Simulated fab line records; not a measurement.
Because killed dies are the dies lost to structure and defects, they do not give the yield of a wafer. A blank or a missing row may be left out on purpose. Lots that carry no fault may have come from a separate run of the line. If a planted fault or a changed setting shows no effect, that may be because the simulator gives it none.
Chamber matching + flow n5-finfet + 4 sister chambers for N5_BEOL_M11_VIA_ETCH_34 on rie-diel-03
The step etches SiCOH lowk in C4F6/O2, target depth 184.5 nm, time 69.2 s. 18 wafers are shown with their chamber, then 9 later ones without.

WAFERS PAIRED WITH THEIR CHAMBERS
| wafer  | chamber | showerhead-plenum-p-Torr (Torr) | throttle-valve-pct (%) | drypump-motor-current-A (A) |
|--------|---------|---------------------------------|------------------------|-----------------------------|
| L078.1 | 0       | 2.82                            | 21.18                  | 6.28                        |
| L078.3 | 1       | 2.73                            | 21.06                  | 5.58                        |
| L078.5 | 1       | 2.73                            | 21.08                  | 5.57                        |
| L077.2 | 0       | 2.82                            | 21.16                  | 6.30                        |
| L077.3 | 1       | 2.73                            | 21.08                  | 5.57                        |
| L077.4 | 3       | 3.04                            | 20.67                  | 5.83                        |
| L076.1 | 3       | 3.04                            | 20.68                  | 5.78                        |
| L076.3 | 0       | 2.82                            | 21.18                  | 6.27                        |
| L076.5 | 1       | 2.73                            | 21.09                  | 5.61                        |
| L080.2 | 1       | 2.73                            | 21.07                  | 5.54                        |
| L080.4 | 3       | 3.04                            | 20.68                  | 5.79                        |
| L080.5 | 3       | 3.04                            | 20.68                  | 5.79                        |
| L087.1 | 0       | 2.81                            | 21.21                  | 6.27                        |
| L087.2 | 2       | 2.92                            | 20.99                  | 5.72                        |
| L087.5 | 3       | 3.03                            | 20.70                  | 5.80                        |
| L089.1 | 2       | 2.92                            | 20.98                  | 5.69                        |
| L089.3 | 1       | 2.72                            | 21.09                  | 5.56                        |
| L089.4 | 0       | 2.81                            | 21.22                  | 6.26                        |

SIGNATURES, as means of the wafers listed above
| reading                  | chamber 0 | chamber 1 | chamber 2 | chamber 3 | scatter within a chamber |
|--------------------------|-----------|-----------|-----------|-----------|--------------------------|
| showerhead-plenum-p-Torr | 2.8160    | 2.7283    | 2.9200    | 3.0380    | 0.0045                   |
| throttle-valve-pct       | 21.1900   | 21.0783   | 20.9850   | 20.6820   | 0.0161                   |
| drypump-motor-current-A  | 6.2760    | 5.5717    | 5.7050    | 5.7980    | 0.0199                   |
Rule: for a wafer and a chamber, the distance is found by dividing, reading by reading, the gap between the wafer's reading and the chamber's mean by the reading's scatter, squaring, summing and taking the root. The wafer belongs to the nearest chamber; if the next one is less than 2 further off, it can't be placed. The scatter: the root of (the sum of the squares of (reading less its chamber's mean) over the shown wafers, divided by (wafers less chambers)).

WAFERS WITH NO CHAMBER GIVEN
| wafer  | showerhead-plenum-p-Torr (Torr) | throttle-valve-pct (%) | drypump-motor-current-A (A) |
|--------|---------------------------------|------------------------|-----------------------------|
| L093.1 | 2.80                            | 21.23                  | 6.25                        |
| L093.3 | 3.02                            | 20.73                  | 5.79                        |
| L093.4 | 2.92                            | 20.98                  | 5.71                        |
| L096.1 | 2.80                            | 21.23                  | 6.28                        |
| L096.4 | 2.91                            | 21.00                  | 5.72                        |
| L096.5 | 2.91                            | 20.99                  | 5.72                        |
| L097.2 | 2.80                            | 21.24                  | 6.28                        |
| L097.4 | 2.91                            | 21.00                  | 5.69                        |
| L097.5 | 2.80                            | 21.24                  | 6.26                        |

EACH ONE'S CHAMBER
| wafer  | from the rows above | in truth |
|--------|---------------------|----------|
| L093.1 | 0                   | 0        |
| L093.3 | 3                   | 3        |
| L093.4 | 2                   | 2        |
| L096.1 | 0                   | 0        |
| L096.4 | 2                   | 2        |
| L096.5 | 2                   | 2        |
| L097.2 | 0                   | 0        |
| L097.4 | 2                   | 2        |
| L097.5 | 0                   | 0        |
Placed correctly: 9 of 9. Left unplaced by these rows: 0. Number placed wrongly: 0.
